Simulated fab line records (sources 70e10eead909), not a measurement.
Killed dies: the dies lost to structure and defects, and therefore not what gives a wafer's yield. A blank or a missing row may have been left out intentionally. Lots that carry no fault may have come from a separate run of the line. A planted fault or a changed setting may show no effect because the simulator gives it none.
Comparing a struck lot with a sound one	flow nand_harc	13 out of 1302 route steps
Sound: the wafers L946.1, L946.2, L946.5. The struck wafers were L953.2, L953.4, L953.5. At the end, the cause is stated.
Each step with rows lists, per side, the tool, then ch with its chambers, then its first start. Under that, the readings that differ: sound wafers	struck wafers	difference of the means	sigmas: that difference in standard deviations of wafers without a fault.
alike: readings with means less than 2 such deviations apart, plus words and numbers identical on both sides. not compared: withheld readings, readings lacking a value on some wafer, bounds such as >300 that could conceal the same value, and numbers that have no deviation in the record and whose values overlap.
Wherever a step has rows on one side only, a row that says differs or no value, or a row with sigmas, the two part there. When numbers do not overlap yet have no deviation, they are printed without sigmas and do not part them. A reading that every wafer of one side lacks parts them only if that side has two wafers or more.

NHARC_A_WL_FILL_ALD_10: deposits SiO2, target thk 50 nm, pulse time 10 s, ald cycles 500.
  sound on ald_hk-03 ch 0,1, day 21 03:56; struck on ald_hk-01 ch 0,1,3, day 23 22:04
  alike: heater_power_w, precursor_pulse_height_rel
then, 1 step without rows for these wafers: NHARC_A_WL_FILL_ETCHBACK_16 (etches the open film in C4F8/O2/Ar, target depth 120 nm, time 24 s).
NHARC_A_WL_FILL_STRIP_29: strips in O2, time 20 s.
  sound on rie_diel-01 ch 1,2, day 21 08:10; struck on rie_diel-12 ch 1,2, day 24 02:16
reading	sound	struck	difference	sigmas
showerhead_plenum_p_Torr (Torr)	3.62 3.31 3.31	3.68 3.73 3.68	+0.28	+2
  alike: drypump_motor_current_A, o2_flow_sccm, oes_product_au, rf_vpp_V, throttle_valve_pct
  not compared: rf_hours_counter_h
NHARC_A_WL_FILL_ETCHBACK_17: etches the open film in Cl2/BCl3, target depth 4 nm, time 26.7 s.
  sound on rie_metal-01 ch 0,1, day 21 08:16; struck on rie_metal-03 ch 0,1, day 24 02:22
  alike: drypump_motor_current_A, he_backside_leak_sccm, oes_product_au
  not compared: rf_hours_counter_h
then, 3 steps without rows for these wafers: NHARC_A_WL_FILL_PRECLEAN_18 (cleans in dHF, time 30 s); NHARC_A_WL_FILL_SRD_21; NHARC_A_WL_FILL_CVD_23 (deposits poly-Si, target thk 40 nm, time 800 s).
NHARC_A_WL_FILL_ETCHBACK_26: etches the open film in HBr, target depth 52 nm, time 13.3 s.
  sound on rie_si-05 ch 0,3, day 21 13:26; struck on rie_si-04 ch 0,2,3, day 24 07:35
  alike: drypump_motor_current_A, he_backside_leak_sccm, oes_product_au, throttle_valve_pct
  not compared: rf_hours_counter_h
then, 2 steps without rows for these wafers: NHARC_A_WL_FILL_PRECLEAN_30 (cleans in dHF, time 10 s); NHARC_A_WL_FILL_SRD_14.
NHARC_A_WL_FILL_ALD_19: deposits TiN, target thk 2 nm, pulse time 3 s, ald cycles 100.
  sound on ald_metal-04 ch 1,2,3, day 21 13:44; struck on ald_metal-01 ch 0,2, day 24 07:53
  alike: heater_power_w, precursor_pulse_height_rel
NHARC_A_WL_FILL_CVD_20: deposits W, target thk 100 nm, time 74 s.
  sound on cvd_w-02 ch 0,1, day 21 13:54; struck on cvd_w-02 ch 0,1, day 24 08:13
  no value came back on the struck wafers for chamber_pressure_Torr (Torr), heater_power_outer_w (W), heater_power_w (W), throttle_valve_pct (%); on the sound wafers chamber_pressure_Torr (Torr) reads 40.08 39.99 39.96
NHARC_A_WL_FILL_CMP_12: polishes, t overpolish 30 s, target thk 100 nm.
  sound on cmp-04 ch 2,3, day 21 14:07; struck on cmp-04 ch 0,2, day 24 08:24
reading	sound	struck	difference	sigmas
time_to_endpoint_s (s)	19 23 22	6 2 1	-18	-6
  alike: motor_current_A, overpolish_run_s

== WHERE THEY PART ==
First at NHARC_A_WL_FILL_STRIP_29; last, within this record, at NHARC_A_WL_FILL_CMP_12.

WHY: whatever the simulator had introduced
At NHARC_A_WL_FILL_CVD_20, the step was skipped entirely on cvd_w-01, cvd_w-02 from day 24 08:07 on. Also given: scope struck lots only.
